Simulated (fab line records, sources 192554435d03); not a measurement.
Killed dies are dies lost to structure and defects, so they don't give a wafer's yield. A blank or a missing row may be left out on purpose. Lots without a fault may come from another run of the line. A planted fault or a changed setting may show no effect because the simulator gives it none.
fab line records | flow n5_finfet
record lots=24 wafers=72 last_day=17
route steps=1938 shown BEOL_M4@1036
lots that met no fault: from a run of the same line without faults
start_h: hours from the record's first day to the start of the lot's first wafer shown | wait_h: hours since the lot's step before | " the same as in the row above | L1.1+2: a row that stands for several wafers | - no value, or no start given | * or withheld: withheld | < > ~ a bound
route shown NAME@n: a module of which the file shows steps, and the number in the route of the first | usual: mean/standard deviation of fault-free wafers | same: alike in all rows | chamber/n: place in a boat | sites: the reading at each site | _std_site: their standard deviation | _edge_site: outer sites' mean less inner sites' | radius_mm: how far each site lies from the wafer's centre | mask NAME#n: copy n | behind: the tool/chamber that last shaped the wafer | hold: why the lot was held/for how many hours/how that ended | device: the transistor (n, p or np) that didn't switch | end of line: the same wafers' tests at the end of the route | a step without rows: its recipe alone | killed: dies lost to structure and defects at the first sort, not the wafer's yield | map: a wafer's dies, x killed, . not, _ none there
set.NAME: the setting as run; set.NAME@STEP: as run at that earlier step | model.NAME: the simulator's own value behind a step, which no gauge read
steps of the route over a sample of lots; a table a step, a row a wafer
services: from which hour (start_h, from the record's first day; less than 0 if before it) a tool's chamber was out of use, for how many hours, and why
## steps
# step N5_BEOL_M4_INSPECT_13
# recipe mode=adi inspect_instrument=brightfield
# usual raw_defect_count=396/92
# columns lot.wafer tool chamber start_h wait_h raw_defect_count
L074.3 defect_inspect-01 - 149.58 0.0 395
L074.4 " - " " 417
L074.5 " - " " 398
L075.2 defect_inspect-01 - 166.08 0.0 263
L075.3 " - " " 342
L075.5 " - " " 349
L076.2 defect_inspect-01 - 173.24 0.0 537
L076.4 " - " " 439
L076.6 " - " " 565
L077.2 defect_inspect-02 - 175.74 0.0 445
L077.4 " - " " 439
L077.5 " - " " 572
L078.3 defect_inspect-02 - 177.24 0.0 364
L078.4 " - " " 443
L078.5 " - " " 548
L079.1 defect_inspect-01 - 185.18 0.1 314
L079.2 " - " " 489
L079.6 " - " " 303
L080.1 defect_inspect-01 - 196.56 0.1 381
L080.2 " - " " 364
L080.5 " - " " 267
L082.1 defect_inspect-01 - 196.73 0.1 352
L082.3 " - " " 320
L082.6 " - " " 433
L081.2 defect_inspect-01 - 204.51 0.0 429
L081.3 " - " " 376
L081.4 " - " " 354
L083.2 defect_inspect-01 - 204.71 0.0 445
L083.3 " - " " 363
L083.6 " - " " 341
L084.2 defect_inspect-02 - 212.59 0.0 385
L084.3 " - " " 319
L084.6 " - " " 374
L085.1 defect_inspect-02 - 218.01 0.1 449
L085.4 " - " " 336
L085.5 " - " " 289
L087.3 defect_inspect-02 - 230.95 0.0 273
L087.4 " - " " 341
L087.6 " - " " 401
L086.4 defect_inspect-02 - 237.10 0.0 413
L086.5 " - " " 304
L086.6 " - " " 426
L089.1 defect_inspect-01 - 243.46 0.1 354
L089.2 " - " " 377
L089.4 " - " " 585
L088.1 defect_inspect-01 - 245.85 0.1 356
L088.4 " - " " 254
L088.6 " - " " 264
L090.2 defect_inspect-02 - 246.61 0.0 368
L090.3 " - " " 362
L090.5 " - " " 479
L091.1 defect_inspect-02 - 251.83 0.1 292
L091.3 " - " " 304
L091.6 " - " " 365
L092.3 defect_inspect-01 - 263.03 0.0 511
L092.5 " - " " 361
L092.6 " - " " 439
L094.1 defect_inspect-01 - 272.41 0.1 360
L094.5 " - " " 361
L094.6 " - " " 504
L093.2 defect_inspect-02 - 272.63 0.0 464
L093.4 " - " " 586
L093.6 " - " " 456
L095.2 defect_inspect-02 - 276.26 0.0 288
L095.4 " - " " 229
L095.6 " - " " 252
L096.1 defect_inspect-01 - 284.46 0.1 241
L096.2 " - " " 352
L096.6 " - " " 417
L097.2 defect_inspect-02 - 300.86 0.0 407
L097.3 " - " " 335
L097.5 " - " " 328
# step N5_BEOL_M4_ETCH_63
# recipe chemistry=CF4 target=SiARC target_depth_a=156 mask_material=CAR-EUV time_s=26 ion_energy_ev=80 pressure_mtorr=40 source_w=545 bias_w=36 Ar_flow_sccm=100 cf4_flow_sccm=100 ends=cleared
# usual chamber_pressure_mTorr=40.00/0.04 drypump_motor_current_A=5.9/0.51 etch_rf_on_time_s=26.2/0.33 oes_product_au=0.67/0.066 rf_vpp_V=184.2/1.2 showerhead_plenum_p_Torr=2.15/0.064 throttle_valve_pct=15.61/0.23
# columns lot.wafer tool chamber start_h wait_h chamber_pressure_mTorr drypump_motor_current_A etch_rf_on_time_s oes_product_au rf_hours_counter_h rf_vpp_V showerhead_plenum_p_Torr throttle_valve_pct
L074.3 rie_diel-04 2 149.66 0.0 40.00 5.7 26.1 0.58 239 185.2 2.20 15.50
L074.4 " 3 " " 40.00 5.7 26.4 0.62 182 185.4 2.22 15.42
L074.5 " 2 " " 40.00 5.8 26.3 0.58 - 185.9 2.20 15.54
L075.2 rie_diel-05 1 166.17 0.0 39.97 6.2 26.4 0.58 250 185.3 2.20 15.78
L075.3 " 2 " " 40.05 6.6 25.8 0.67 140 185.0 2.15 15.61
L075.5 " 2 " " 39.99 6.6 26.4 0.67 - 182.9 2.15 15.63
L076.2 rie_diel-04 3 173.49 0.0 40.07 5.6 25.8 0.63 188 187.1 2.21 15.43
L076.4 " 0 " " 39.99 6.6 26.2 0.60 225 181.7 2.03 15.48
L076.6 " 3 " " 40.03 5.7 26.0 0.63 - 185.5 2.21 15.41
L077.2 rie_diel-05 3 176.01 0.0 40.01 5.6 26.2 0.67 126 185.3 2.24 15.73
L077.4 " 3 " " 39.99 5.6 26.1 0.67 - 184.4 2.24 15.73
L077.5 " 0 " " 40.03 5.6 26.6 0.69 - 183.9 2.08 15.47
L078.3 rie_diel-05 2 177.33 0.0 40.02 6.6 26.3 0.66 146 182.5 2.14 15.64
L078.4 " 0 " " 39.95 5.6 26.5 0.71 - 183.3 2.08 15.46
L078.5 " 2 " " 39.99 6.6 26.1 0.66 - 182.5 2.14 15.63
L079.1 rie_diel-04 3 185.35 0.0 40.07 5.7 25.9 0.62 194 183.5 2.21 15.45
L079.2 " 1 " " 40.01 5.7 25.7 0.66 132 183.6 2.14 15.85
L079.6 " 1 " " 40.00 5.8 25.5 0.67 - 184.2 2.14 15.85
L080.1 rie_diel-04 2 197.14 0.0 40.06 5.8 25.7 0.81 2 184.2 2.20 15.08
L080.2 " 1 " " 39.98 5.7 25.6 0.66 138 184.2 2.14 15.86
L080.5 " 2 " " 39.94 5.8 26.1 0.80 - 187.5 2.20 15.08
L082.1 rie_diel-05 3 197.44 0.0 39.95 5.6 26.2 0.66 136 184.8 2.24 15.75
L082.3 " 0 " " 40.01 5.6 26.6 0.69 93 182.5 2.08 15.49
L082.6 " 0 " " 40.02 5.6 26.8 0.68 - 181.8 2.08 15.48
L081.2 rie_diel-04 1 204.70 0.0 39.96 5.7 25.7 0.66 142 184.0 2.14 15.88
L081.3 " 3 " " 39.95 5.7 26.2 0.61 204 185.4 2.21 15.46
L081.4 " 0 " " 39.97 6.6 26.9 0.59 242 182.1 2.03 15.53
L083.2 rie_diel-04 1 205.41 0.0 39.99 5.7 25.3 0.66 143 184.1 2.14 15.88
L083.3 " 0 " " 40.04 6.6 26.5 0.58 242 183.0 2.03 15.52
L083.6 " 2 " " 39.97 5.7 25.7 0.79 - 184.8 2.19 15.09
L084.2 rie_diel-01 2 212.67 0.0 39.89 6.6 26.7 0.59 207 184.3 2.13 15.69
L084.3 " 1 " " 39.96 6.7 26.4 0.73 67 184.7 2.17 15.86
L084.6 " 1 " " 39.98 6.6 26.4 0.74 - 185.2 2.17 15.87
L085.1 rie_diel-05 1 218.43 0.0 40.07 6.2 26.5 0.80 12 184.8 2.19 15.30
L085.4 " 0 " " 40.04 5.6 26.3 0.69 102 183.3 2.07 15.50
L085.5 " 0 " " 40.05 5.6 26.8 0.68 - 183.8 2.08 15.48
L087.3 rie_diel-01 1 231.03 0.0 39.99 6.6 25.9 0.73 75 183.5 2.17 15.90
L087.4 " 2 " " 40.04 6.6 26.4 0.59 215 183.8 2.13 15.71
L087.6 " 3 " " 40.02 5.1 26.2 0.60 - 184.6 2.03 15.71
L086.4 rie_diel-05 1 237.19 0.0 39.98 6.3 26.1 0.79 19 184.3 2.19 15.32
L086.5 " 0 " " 40.05 5.6 26.6 0.68 - 183.9 2.07 15.49
L086.6 " 3 " " 40.04 5.6 26.0 0.66 - 187.8 2.23 15.78
L089.1 rie_diel-01 3 243.55 0.0 39.94 5.1 26.1 0.60 237 182.8 2.03 15.72
L089.2 " 1 " " 40.00 6.7 26.2 0.72 80 184.1 2.17 15.90
L089.4 " 1 " " 40.03 6.6 26.2 0.72 - 184.4 2.17 15.89
L088.1 rie_diel-05 2 246.14 0.0 39.93 6.6 26.2 0.64 177 184.2 2.13 15.69
L088.4 " 1 " " 40.00 6.3 25.9 0.78 23 183.8 2.19 15.32
L088.6 " 2 " " 40.02 6.6 26.3 0.63 - 183.7 2.13 15.69
L090.2 rie_diel-05 1 246.69 0.0 40.00 6.3 26.2 0.78 23 184.8 2.19 15.31
L090.3 " 2 " " 39.97 6.6 26.3 0.64 177 184.8 2.13 15.67
L090.5 " 1 " " 39.97 6.2 26.5 0.77 - 184.3 2.19 15.30
L091.1 rie_diel-05 3 251.96 0.0 39.95 5.5 26.5 0.64 158 186.0 2.23 15.78
L091.3 " 1 " " 40.06 6.3 26.3 0.77 26 184.1 2.19 15.31
L091.6 " 1 " " 39.98 6.3 26.3 0.77 - 184.2 2.19 15.32
L092.3 rie_diel-01 1 263.11 0.0 39.95 6.6 26.1 0.71 88 184.5 2.17 15.90
L092.5 " 3 " " 40.02 5.1 25.7 0.60 - 181.8 2.03 15.72
L092.6 " 0 " " 40.05 5.5 25.9 0.72 - 184.0 2.17 15.89
L094.1 rie_diel-01 2 272.50 0.0 39.89 6.6 26.5 0.58 226 184.3 2.12 15.72
L094.5 " 1 " " 39.95 6.6 26.0 0.71 - 185.3 2.17 15.91
L094.6 " 0 " " 40.00 5.4 26.2 0.72 - 184.0 2.17 15.91
L093.2 rie_diel-01 1 272.73 0.0 39.91 6.7 26.5 0.70 91 185.2 2.17 15.91
L093.4 " 3 " " 40.03 5.1 26.2 0.60 247 182.2 2.03 15.74
L093.6 " 3 " " 40.01 5.1 26.3 0.59 - 182.5 2.03 15.75
L095.2 rie_diel-05 0 276.41 0.0 40.00 5.6 26.7 0.67 120 184.4 2.07 15.55
L095.4 " 1 " " 40.02 6.3 26.1 0.76 34 185.1 2.19 15.32
L095.6 " 1 " " 40.01 6.3 26.2 0.76 - 184.5 2.19 15.34
L096.1 rie_diel-04 0 284.54 0.0 40.02 6.6 25.5 0.81 11 185.2 2.27 15.06
L096.2 " 2 " " 39.96 5.8 25.5 0.73 35 185.4 2.18 15.15
L096.6 " 2 " " 39.97 5.8 25.7 0.73 - 184.0 2.19 15.14
L097.2 rie_diel-01 3 300.94 0.0 40.02 5.1 25.7 0.85 2 185.9 2.28 15.24
L097.3 " 1 " " 40.05 6.6 25.8 0.69 101 184.5 2.16 15.93
L097.5 " 0 " " 39.94 5.5 25.7 0.71 - 182.7 2.16 15.93
# step N5_BEOL_M4_STRIP_97
# recipe chemistry=N2/H2 time_s=10 power_w=450 temp_c=40 pressure_mtorr=20 rf_frequency_hz=6e+07 bias_power_w=7 n2_flow_sccm=200 h2_flow_sccm=200
# usual chamber_pressure_mTorr=20.002/0.025 drypump_motor_current_A=6.0/0.48 oes_product_au=0.78/0.081 rf_vpp_V=59.3/0.9 showerhead_plenum_p_Torr=2.55/0.079 throttle_valve_pct=23.5/0.34
# same time_s=10
# columns lot.wafer tool chamber start_h wait_h chamber_pressure_mTorr drypump_motor_current_A oes_product_au rf_hours_counter_h rf_vpp_V showerhead_plenum_p_Torr throttle_valve_pct
L074.3 rie_diel-04 1 - - 20.017 5.7 0.78 120 59.0 2.55 24.0
L074.4 " 3 " " 19.993 5.6 0.72 183 58.4 2.63 23.2
L074.5 " 3 " " 20.007 5.7 0.73 - 58.4 2.63 23.2
L075.2 rie_diel-01 3 - - 19.962 5.1 0.71 224 57.8 2.40 23.4
L075.3 " 1 " " 19.971 6.6 0.86 62 59.5 2.57 24.2
L075.5 " 0 " " 19.990 5.4 0.87 - 58.8 2.58 23.9
L076.2 rie_diel-04 0 - - 20.005 6.6 0.71 226 58.2 2.40 23.4
L076.4 " 1 " " 19.992 5.7 0.77 126 59.0 2.55 24.0
L076.6 " 0 " " 20.031 6.6 0.70 - 59.6 2.40 23.4
L077.2 rie_diel-04 3 - - 19.975 5.7 0.72 190 60.8 2.62 23.2
L077.4 " 3 " " 19.974 5.7 0.73 - 58.9 2.62 23.2
L077.5 " 1 " " 19.989 5.7 0.79 - 58.1 2.55 24.0
L078.3 rie_diel-01 0 - - 20.040 5.5 0.87 60 60.1 2.58 23.9
L078.4 " 3 " " 20.009 5.1 0.72 226 59.3 2.40 23.4
L078.5 " 3 " " 19.973 5.1 0.71 - 58.7 2.40 23.4
L079.1 rie_diel-05 2 - - 19.992 6.6 0.77 152 59.0 2.54 23.4
L079.2 " 3 " " 19.991 5.6 0.78 133 60.1 2.65 23.5
L079.6 " 3 " " 20.017 5.6 0.78 - 59.5 2.65 23.5
L080.1 rie_diel-05 2 - - 19.995 6.6 0.76 157 59.3 2.54 23.4
L080.2 " 3 " " 19.979 5.6 0.77 138 58.0 2.65 23.5
L080.5 " 3 " " 20.014 5.5 0.76 - 59.2 2.65 23.5
L082.1 rie_diel-04 3 - - 19.986 5.7 0.71 202 59.4 2.62 23.3
L082.3 " 2 " " 20.003 5.8 0.94 4 59.1 2.60 23.2
L082.6 " 0 " " 20.035 6.6 0.70 - 58.5 2.40 23.4
L081.2 rie_diel-04 3 - - 20.032 5.7 0.71 205 59.8 2.62 23.2
L081.3 " 1 " " 20.015 5.7 0.76 144 58.2 2.54 24.0
L081.4 " 2 " " 19.992 5.8 0.92 7 60.7 2.60 23.2
L083.2 rie_diel-04 3 - - 19.998 5.7 0.71 205 59.5 2.62 23.3
L083.3 " 0 " " 19.998 6.6 0.69 243 57.8 2.40 23.4
L083.6 " 3 " " 19.969 5.7 0.72 - 58.5 2.62 23.3
L084.2 rie_diel-04 0 - - 20.014 6.6 0.69 249 57.9 2.39 23.4
L084.3 " 2 " " 19.985 5.8 0.91 11 59.6 2.60 23.2
L084.6 " 2 " " 19.996 5.8 0.91 - 60.8 2.60 23.2
L085.1 rie_diel-01 1 - - 20.010 6.6 0.84 72 59.9 2.57 24.2
L085.4 " 0 " " 20.008 5.5 0.86 - 58.8 2.57 23.9
L085.5 " 2 " " 19.969 6.6 0.70 - 59.7 2.51 23.6
L087.3 rie_diel-05 0 - - 19.990 5.6 0.81 108 58.6 2.44 23.1
L087.4 " 1 " " 19.986 6.3 0.93 19 58.9 2.60 23.2
L087.6 " 1 " " 20.028 6.3 0.93 - 58.3 2.60 23.2
L086.4 rie_diel-01 0 - - 20.004 5.5 0.86 - 59.6 2.57 23.9
L086.5 " 1 " " 20.006 6.6 0.84 - 59.7 2.57 24.3
L086.6 " 3 " " 20.008 5.1 0.70 - 59.2 2.40 23.5
L089.1 rie_diel-04 3 - - 20.014 5.7 0.70 220 59.8 2.61 23.3
L089.2 " 2 " " 19.983 5.7 0.89 20 60.7 2.60 23.2
L089.4 " 1 " " 20.009 5.7 0.76 - 58.2 2.53 24.0
L088.1 rie_diel-04 1 - - 19.993 5.8 0.75 160 60.6 2.53 24.0
L088.4 " 1 " " 20.015 5.7 0.75 - 58.5 2.53 24.0
L088.6 " 3 " " 19.953 5.7 0.70 - 60.2 2.61 23.3
L090.2 rie_diel-04 2 - - 19.968 5.8 0.87 26 59.0 2.59 23.2
L090.3 " 3 " " 20.042 5.7 0.69 226 59.8 2.61 23.3
L090.5 " 3 " " 20.026 5.7 0.69 - 60.6 2.61 23.3
L091.1 rie_diel-05 0 - - 20.029 5.6 0.80 116 59.5 2.44 23.2
L091.3 " 1 " " 20.008 6.2 0.91 29 58.5 2.59 23.2
L091.6 " 3 " " 19.996 5.5 0.75 - 59.5 2.64 23.5
L092.3 rie_diel-05 1 - - 19.987 6.3 0.90 31 58.2 2.59 23.2
L092.5 " 1 " " 19.990 6.3 0.89 - 59.6 2.59 23.2
L092.6 " 2 " " 20.005 6.6 0.74 - 58.5 2.53 23.5
L094.1 rie_diel-05 3 - - 20.015 5.5 0.75 163 59.6 2.64 23.5
L094.5 " 2 " " 20.019 6.6 0.73 - 59.9 2.53 23.5
L094.6 " 3 " " 19.976 5.5 0.75 - 60.6 2.64 23.5
L093.2 rie_diel-01 2 - - 20.028 6.6 0.67 227 58.8 2.50 23.6
L093.4 " 1 " " 20.003 6.6 0.81 92 59.1 2.56 24.3
L093.6 " 1 " " 20.000 6.6 0.83 - 57.5 2.56 24.3
L095.2 rie_diel-04 2 - - 20.029 5.8 0.86 33 59.6 2.59 23.2
L095.4 " 0 " " 20.005 6.7 0.97 10 59.2 2.71 23.1
L095.6 " 0 " " 19.988 6.6 0.97 - 59.7 2.71 23.1
L096.1 rie_diel-05 1 - - 20.005 6.3 0.88 38 58.0 2.59 23.2
L096.2 " 3 " " 19.980 5.6 0.74 169 59.5 2.64 23.5
L096.6 " 0 " " 20.203 5.6 0.77 - 59.4 2.44 23.2
L097.2 rie_diel-04 2 - - 20.022 5.8 0.85 42 61.2 2.59 23.2
L097.3 " 3 " " 19.985 5.7 0.69 245 61.2 2.60 23.3
L097.5 " 3 " " 20.007 5.7 0.68 - 58.7 2.60 23.3
# step N5_BEOL_M4_ALD_84
# recipe material=TaN target_thk_a=* temp_c=275 ald_precursor_family=PDMAT ald_co_reactant=NH3 pressure_torr=3 carrier_flow_sccm=1500 pulse_time_s=2 purge_time_s=3 co_reactant_purge_time_s=2 co_reactant_pulse_time_s=3 ald_cycles=30 precursor_vessel_temp_c=75 precursor_vessel_pressure_torr=26.25 precursor_vessel_carrier_sccm=1000
# usual heater_power_w=409/40 mfc_carrier_sccm=1500/4.5
# columns lot.wafer tool chamber start_h wait_h heater_power_w mfc_carrier_sccm
L074.3 ald_metal-02 0 152.20 0.2 431 1497
L074.4 " 3 " " 469 1494
L074.5 " 1 " " 382 1496
L075.2 ald_metal-02 3 172.66 0.0 471 1499
L075.3 " 0 " " 440 1502
L075.5 " 2 " " 317 1505
L076.2 ald_metal-03 1 176.32 0.1 390 1505
L076.4 " 2 " " 404 1509
L076.6 " 1 " " 393 1498
L077.2 ald_metal-01 1 178.73 0.0 419 1491
L077.4 " 2 " " 418 1507
L077.5 " 0 " " 353 1506
L078.3 ald_metal-03 0 181.71 0.0 410 1501
L078.4 " 0 " " 404 1503
L078.5 " 3 " " 453 1491
L079.1 ald_metal-01 1 191.31 0.0 426 1504
L079.2 " 2 " " 416 1501
L079.6 " 2 " " 423 1493
L080.1 ald_metal-03 2 201.01 0.0 389 1499
L080.2 " 0 " " 408 1499
L080.5 " 1 " " 391 1513
L082.1 ald_metal-02 0 201.16 0.0 439 1501
L082.3 " 3 " " 472 1497
L082.6 " 3 " " 465 1495
L081.2 ald_metal-03 3 208.39 0.0 463 1498
L081.3 " 1 " " 397 1504
L081.4 " 0 " " 419 1502
L083.2 ald_metal-03 0 208.63 0.0 400 1497
L083.3 " 2 " " 410 1494
L083.6 " 0 " " 410 1498
L084.2 ald_metal-01 3 222.94 0.1 417 1505
L084.3 " 0 " " 356 1507
L084.6 " 3 " " 423 1502
L085.1 ald_metal-01 1 224.48 0.1 421 1503
L085.4 " 0 " " 357 1505
L085.5 " 2 " " 414 1498
L087.3 ald_metal-03 0 237.50 0.1 408 1498
L087.4 " 0 " " 402 1505
L087.6 " 2 " " 407 1498
L086.4 ald_metal-02 3 242.74 0.0 470 1495
L086.5 " 1 " " 384 1500
L086.6 " 0 " " 432 1497
L089.1 ald_metal-02 3 245.60 0.0 477 1494
L089.2 " 0 " " 443 1512
L089.4 " 2 " " 320 1501
L088.1 ald_metal-02 3 251.39 0.3 475 1501
L088.4 " 2 " " 308 1503
L088.6 " 2 " " 327 1503
L090.2 ald_metal-03 3 253.04 0.0 472 1504
L090.3 " 1 " " 394 1501
L090.5 " 2 " " 411 1499
L091.1 ald_metal-01 3 263.36 0.2 423 1498
L091.3 " 1 " " 429 1489
L091.6 " 1 " " 424 1495
L092.3 ald_metal-01 3 268.63 0.0 426 1496
L092.5 " 2 " " 422 1507
L092.6 " 3 " " 418 1495
L094.1 ald_metal-03 0 275.06 0.0 401 1499
L094.5 " 0 " " 408 1495
L094.6 " 1 " " 389 1496
L093.2 ald_metal-01 1 275.22 0.0 413 1506
L093.4 " 3 " " 407 1501
L093.6 " 3 " " 434 1499
L095.2 ald_metal-02 3 280.96 0.1 476 1500
L095.4 " 2 " " 322 1500
L095.6 " 3 " " 487 1509
L096.1 ald_metal-01 3 290.91 0.0 423 1495
L096.2 " 1 " " 422 1498
L096.6 " 1 " " 432 1496
L097.2 ald_metal-03 2 306.75 0.0 413 1508
L097.3 " 3 " " 469 1506
L097.5 " 2 " " 412 1502
# step N5_BEOL_M4_ANNEAL_49
# recipe temp_c=400 time_s=240 ambient=vacuum
# usual heater_power_w=820/90
# same time_s=240
# columns lot.wafer tool chamber start_h wait_h heater_power_w
L074.3 pvd_sputter-02 - 153.09 0.0 816
L074.4 " - " " 777
L074.5 " - " " 774
L075.2 pvd_sputter-01 - 173.34 0.0 894
L075.3 " - " " 817
L075.5 " - " " 1022
L076.2 pvd_sputter-01 - 177.02 0.0 781
L076.4 " - " " 988
L076.6 " - " " 889
L077.2 pvd_sputter-01 - 179.25 0.0 984
L077.4 " - " " 867
L077.5 " - " " 776
L078.3 pvd_sputter-03 - 182.25 0.0 842
L078.4 " - " " 742
L078.5 " - " " 719
L079.1 pvd_sputter-02 - 193.75 0.0 766
L079.2 " - " " 793
L079.6 " - " " 808
L080.1 pvd_sputter-01 - 201.72 0.0 829
L080.2 " - " " 852
L080.5 " - " " 977
L082.1 pvd_sputter-03 - 203.52 0.0 860
L082.3 " - " " 814
L082.6 " - " " 838
L081.2 pvd_sputter-03 - 208.96 0.0 848
L081.3 " - " " 836
L081.4 " - " " 726
L083.2 pvd_sputter-02 - 209.42 0.0 783
L083.3 " - " " 777
L083.6 " - " " 816
L084.2 pvd_sputter-01 - 223.53 0.0 777
L084.3 " - " " 808
L084.6 " - " " 999
L085.1 pvd_sputter-01 - 225.37 0.0 786
L085.4 " - " " 831
L085.5 " - " " 788
L087.3 pvd_sputter-01 - 238.62 0.0 757
L087.4 " - " " 968
L087.6 " - " " 992
L086.4 pvd_sputter-02 - 243.42 0.0 803
L086.5 " - " " 768
L086.6 " - " " 817
L089.1 pvd_sputter-03 - 246.18 0.0 828
L089.2 " - " " 838
L089.4 " - " " 738
L088.1 pvd_sputter-02 - 252.37 0.0 801
L088.4 " - " " 600
L088.6 " - " " 809
L090.2 pvd_sputter-01 - 253.78 0.0 794
L090.3 " - " " 796
L090.5 " - " " 812
L091.1 pvd_sputter-03 - 265.60 0.0 854
L091.3 " - " " 732
L091.6 " - " " 869
L092.3 pvd_sputter-01 - 270.67 0.0 919
L092.5 " - " " 815
L092.6 " - " " 776
L094.1 pvd_sputter-01 - 275.62 0.0 984
L094.5 " - " " 902
L094.6 " - " " 777
L093.2 pvd_sputter-02 - 275.83 0.0 818
L093.4 " - " " 774
L093.6 " - " " 784
L095.2 pvd_sputter-03 - 281.60 0.0 840
L095.4 " - " " 837
L095.6 " - " " 838
L096.1 pvd_sputter-03 - 291.51 0.0 731
L096.2 " - " " 834
L096.6 " - " " 838
L097.2 pvd_sputter-03 - 307.36 0.0 805
L097.3 " - " " 858
L097.5 " - " " 847
# step N5_BEOL_M4_SPUTTER_81
# recipe material=Cu target_thk_a=45 temp_c=-20 chamber_pressure_pa=0.07 power_w=withheld time_s=8.29
# usual chuck_gas_flow_sccm=1.26/0.053 throttle_valve_pct=29.7/1.5
# same time_s=8.29
# columns lot.wafer tool chamber start_h wait_h chuck_gas_flow_sccm throttle_valve_pct
L074.3 pvd_sputter-02 - 153.45 0.1 1.18 29.5
L074.4 " - " " 1.34 29.5
L074.5 " - " " 1.21 30.9
L075.2 pvd_sputter-01 - 173.70 0.1 1.24 30.4
L075.3 " - " " 1.14 27.4
L075.5 " - " " 1.30 29.8
L076.2 pvd_sputter-01 - 177.38 0.1 1.24 26.6
L076.4 " - " " 1.29 29.5
L076.6 " - " " 1.27 30.6
L077.2 pvd_sputter-01 - 179.61 0.1 1.29 29.8
L077.4 " - " " 1.33 30.4
L077.5 " - " " 1.26 26.6
L078.3 pvd_sputter-03 - 182.61 0.1 1.33 31.1
L078.4 " - " " 1.19 30.6
L078.5 " - " " 1.18 30.6
L079.1 pvd_sputter-02 - 194.11 0.1 1.31 30.7
L079.2 " - " " 1.24 29.2
L079.6 " - " " 1.26 29.3
L080.1 pvd_sputter-01 - 202.08 0.1 1.28 27.6
L080.2 " - " " 1.21 30.2
L080.5 " - " " 1.20 29.8
L082.1 pvd_sputter-03 - 203.88 0.1 1.28 29.2
L082.3 " - " " 1.27 31.1
L082.6 " - " " 1.21 31.2
L081.2 pvd_sputter-03 - 209.32 0.1 1.22 29.1
L081.3 " - " " 1.23 31.2
L081.4 " - " " 1.33 30.6
L083.2 pvd_sputter-02 - 209.78 0.1 1.27 29.5
L083.3 " - " " 1.27 30.9
L083.6 " - " " 1.24 29.4
L084.2 pvd_sputter-01 - 223.89 0.1 1.24 26.7
L084.3 " - " " 1.15 27.8
L084.6 " - " " 1.27 30.1
L085.1 pvd_sputter-01 - 225.73 0.1 1.22 26.6
L085.4 " - " " 1.25 27.8
L085.5 " - " " 1.17 27.7
L087.3 pvd_sputter-01 - 238.98 0.1 1.27 26.8
L087.4 " - " " 1.29 29.8
L087.6 " - " " 1.28 29.3
L086.4 pvd_sputter-02 - 243.78 0.1 1.33 29.7
L086.5 " - " " 1.26 30.9
L086.6 " - " " 1.27 29.3
L089.1 pvd_sputter-03 - 246.54 0.1 1.35 31.2
L089.2 " - " " 1.28 31.4
L089.4 " - " " 1.19 30.6
L088.1 pvd_sputter-02 - 252.73 0.1 1.19 29.6
L088.4 " - " " 1.25 30.8
L088.6 " - " " 1.27 29.4
L090.2 pvd_sputter-01 - 254.14 0.1 1.24 26.8
L090.3 " - " " 1.29 27.7
L090.5 " - " " 1.21 27.8
L091.1 pvd_sputter-03 - 265.96 0.1 1.28 31.1
L091.3 " - " " 1.21 30.6
L091.6 " - " " 1.24 29.1
L092.3 pvd_sputter-01 - 271.03 0.1 1.29 30.6
L092.5 " - " " 1.24 27.4
L092.6 " - " " 1.27 26.5
L094.1 pvd_sputter-01 - 275.98 0.1 1.24 29.8
L094.5 " - " " 1.29 30.4
L094.6 " - " " 1.30 26.5
L093.2 pvd_sputter-02 - 276.19 0.1 1.23 29.2
L093.4 " - " " 1.30 29.3
L093.6 " - " " 1.22 29.3
L095.2 pvd_sputter-03 - 281.96 0.1 1.17 31.2
L095.4 " - " " 1.26 31.3
L095.6 " - " " 1.28 31.1
L096.1 pvd_sputter-03 - 291.87 0.1 1.31 30.6
L096.2 " - " " 1.23 29.2
L096.6 " - " " 1.33 31.0
L097.2 pvd_sputter-03 - 307.72 0.1 1.33 31.3
L097.3 " - " " 1.24 29.3
L097.5 " - " " 1.32 31.0
## services
# columns tool chamber start_h hours kind
ald_metal-03 - 131.62 0.8 repair
ald_metal-02 - 146.85 2.4 repair
ald_metal-03 - 159.25 6.0 pm
rie_diel-04 1 160.26 9.4 repair
ald_metal-01 - 173.87 2.8 pm
rie_diel-04 2 175.20 - clean
rie_diel-04 2 175.20 - consumable_replace:focus_ring
rie_diel-04 2 175.20 17.6 scheduled_down
rie_diel-04 2 175.20 17.6 vent_cycle
ald_metal-03 1 179.37 12.1 repair
rie_diel-01 - 182.64 29.3 repair
ald_metal-01 2 195.64 10.1 repair
rie_diel-04 2 210.03 5.3 repair
rie_diel-04 1 217.31 5.0 repair
ald_metal-03 3 218.00 26.5 repair
rie_diel-01 3 221.31 4.5 repair
rie_diel-04 0 226.04 - clean
rie_diel-01 2 240.16 6.1 repair
rie_diel-04 1 265.61 2.8 repair
rie_diel-04 1 270.86 4.3 repair
rie_diel-04 3 283.85 4.2 repair
rie_diel-01 1 284.52 2.1 repair
rie_diel-04 2 298.45 3.9 repair
rie_diel-01 3 303.05 3.8 repair
## key
fault none
